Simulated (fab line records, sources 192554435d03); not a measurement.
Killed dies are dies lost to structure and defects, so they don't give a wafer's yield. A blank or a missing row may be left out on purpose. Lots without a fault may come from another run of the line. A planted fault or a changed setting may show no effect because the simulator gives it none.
Split-lot experiment | flow n5_finfet | 7 lots, 21 wafers read, on a route of 1938 steps

THE SPLIT
At N5_MOL_CONTACT_COAG_ETCH_105 (etches SiARC in CF4, target depth 15.6 nm, time 26 s), the setting bias_w was moved away from the recipe's 36 W on 7 of the 21 wafers read, by -16.1% to +10.0%. The other wafers ran this setting at the recipe's value.

The reading is taken at the split's own step.

THE READING
rf_vpp_V, in V, at N5_MOL_CONTACT_COAG_ETCH_105 (etches SiARC in CF4, target depth 15.6 nm, time 26 s). Fault-free wafers of this fab line usually give 184.4 V, standard deviation 1.3 V.

wafer  | tool, chamber at the split | bias_w as run, W | against the recipe | rf_vpp_V, V | against lot-mates on the recipe
L077.3 | rie_diel-04, 0             | 36               | recipe             | 182.5       | -
L077.5 | rie_diel-04, 3             | 36               | recipe             | 186.2       | -
L077.6 | rie_diel-04, 2             | 36               | recipe             | 182.3       | -
L081.3 | rie_diel-04, 3             | 39.61            | +10.0%             | 198.1       | +12.6
L081.4 | rie_diel-04, 2             | 39.61            | +10.0%             | 194.9       | +9.4
L081.5 | rie_diel-04, 1             | 36               | recipe             | 185.5       | -
L084.1 | rie_diel-06, 0             | 36               | recipe             | 184.9       | -
L084.2 | rie_diel-06, 1             | 36               | recipe             | 182.4       | -
L084.3 | rie_diel-06, 2             | 30.2             | -16.1%             | 165.3       | -18.3
L085.2 | rie_diel-06, 3             | 36               | recipe             | 184.2       | -
L085.3 | rie_diel-06, 0             | 36               | recipe             | 185.4       | -
L085.5 | rie_diel-06, 1             | 36               | recipe             | 183.3       | -
L089.1 | rie_diel-06, 1             | 36               | recipe             | 181.7       | -
L089.4 | rie_diel-06, 2             | 36               | recipe             | 185.9       | -
L089.5 | rie_diel-06, 1             | 32.23            | -10.5%             | 171.7       | -12.1
L091.1 | rie_diel-06, 1             | 36               | recipe             | 183.6       | -
L091.4 | rie_diel-06, 1             | 31.53            | -12.4%             | 167.6       | -16.0
L091.6 | rie_diel-06, 2             | 31.53            | -12.4%             | 170.6       | -13.0
L094.2 | rie_diel-06, 3             | 36               | recipe             | 184.8       | -
L094.4 | rie_diel-06, 1             | 36               | recipe             | 182.7       | -
L094.6 | rie_diel-06, 2             | 33.9             | -5.8%              | 178.1       | -5.7

THE FIT
A straight line over all 21 wafers: rf_vpp_V changes by +1.19 V for each +1% of bias_w; r = +0.98; the points scatter about the line by 1.5 V.
The same after taking each lot's own level away (the mean of its wafers on the recipe; 21 wafers): +1.13 V for each +1%; r = +0.98; scatter 1.4 V.
On that fit, the largest move of bias_w shifts the reading by 18 V.
The lots' own levels span 183.60 to 185.50 V, that is 1.5 times the standard deviation above.
So the lot-to-lot level changes the slope little: the two slopes agree.
Check: with one of the wafers moved furthest among these (-16.1%) left out of the fit, the line predicts -18.3 V for it against its lot-mates. It came out at -18.3 V against them.
Tool readings at the split's step, against how far the setting was moved: etch_rf_on_time_s r = -0.70; rf_vpp_V r = +0.98.

OTHER SPLITS ON THESE WAFERS
These wafers also went through other splits before the reading. Each is held against what the fit with the lots' levels taken away leaves over:
other split on the same wafers | wafers away from the commonest value | r with rf_vpp_V (lot level and that fit taken away)
N5_HKMG_FIN_COAT_06 spin_rpm   | 12                                   | -0.12

THE WHOLE CHAIN: every reading that the file lists as answering this split, in the file's order
step                         | what it does                                         | reading           | change (the file's fit)              | r (the file's)
N5_MOL_CONTACT_COAG_ETCH_105 | etches SiARC in CF4, target depth 15.6 nm, time 26 s | etch_rf_on_time_s | withheld for each +1% of the setting | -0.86
N5_MOL_CONTACT_COAG_ETCH_105 | etches SiARC in CF4, target depth 15.6 nm, time 26 s | rf_vpp_V          | +1.14 V for each +1% of the setting  | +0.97

THE FILE'S OWN FIT
rf_vpp_V changes by +1.14 V for each +1% of bias_w, r = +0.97.
